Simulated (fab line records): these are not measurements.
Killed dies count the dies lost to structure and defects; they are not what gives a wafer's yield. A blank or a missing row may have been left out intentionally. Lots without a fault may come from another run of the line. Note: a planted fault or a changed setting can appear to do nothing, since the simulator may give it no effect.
Which tool is to blame?    flow n5-finfet    27 wafers from 9 lots sampled at 2 of the route's 1938 steps

== WHAT EACH GAUGE READ, for each wafer ==
N5_BEOL_M8_INSPECT_30: inspects for defects (brightfield).
lot   measured      on                 raw-defect-count
L319  day 10 04:44  defect-inspect-01  406 446 386
L318  day 10 22:44  defect-inspect-01  265 262 329
L320  day 11 09:52  defect-inspect-01  531 290 454
L324  day 12 07:53  defect-inspect-02  425 421 343
L328  day 13 10:36  defect-inspect-01  384 317 449
L332  day 14 07:29  defect-inspect-01  428 1881 1728
L336  day 15 02:04  defect-inspect-02  357 457 304
L339  day 15 07:48  defect-inspect-02  463 421 513
L340  day 16 04:37  defect-inspect-01  453 344 402

== EACH LOT AND THE TOOL THAT RAN IT (in order: tool; ch and the chambers of the sampled wafers; start) ==
lot   N5_BEOL_M8_STRIP_19
L319  rie-diel-01 ch 1,2, day 10 03:26
L318  rie-diel-06 ch 2,3, day 10 22:09
L320  rie-diel-01 ch 2,3, day 11 09:10
L324  rie-diel-03 ch 1,2, day 12 07:21
L328  rie-diel-03 ch 0,2, day 13 09:10
L332  rie-diel-03 ch 0,2, day 14 06:14
L336  rie-diel-06 ch 1,3, day 15 01:04
L339  rie-diel-06 ch 0,1, day 15 03:28
L340  rie-diel-06 ch 0,2,3, day 16 04:01
- N5_BEOL_M8_STRIP_19: strips in O2.

== THE ANSWER, worked out from the rows above alone ==
Rule: the usual values come from the lots themselves. The widest of any qualifying gaps counts: lots, ordered by their means at a reading, are off when they make up no more than a third of the lots, leave a main group of 4 or more, and stand apart from it by 3 or more times the standard deviation of that group's means. A main group whose means are all the same, to the digits that the tables above print for the reading, isn't used. A lot without any number at a reading at which 4 lots or more have one is off too. All remaining lots with rows at the step are treated as sound.
Off, at N5_BEOL_M8_INSPECT_30 on raw-defect-count: L332. The main group has a mean of 393 with a standard deviation of 49.
A tool fits if, at a process step before that reading, it ran every lot that is off, and no sound lot after the first of them. The gauges at N5_BEOL_M8_INSPECT_30 are tried like those tools. One fits: N5_BEOL_M8_STRIP_19 on rie-diel-03. Its last sound lot is L328 (day 13 09:10), its first lot that is off L332 (day 14 06:14): a fault that began between those two fits.

== WHAT THE SIMULATOR HAD PUT IN ==
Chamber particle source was rie-diel-03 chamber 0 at N5_BEOL_M8_STRIP_19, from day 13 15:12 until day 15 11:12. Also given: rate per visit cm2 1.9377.
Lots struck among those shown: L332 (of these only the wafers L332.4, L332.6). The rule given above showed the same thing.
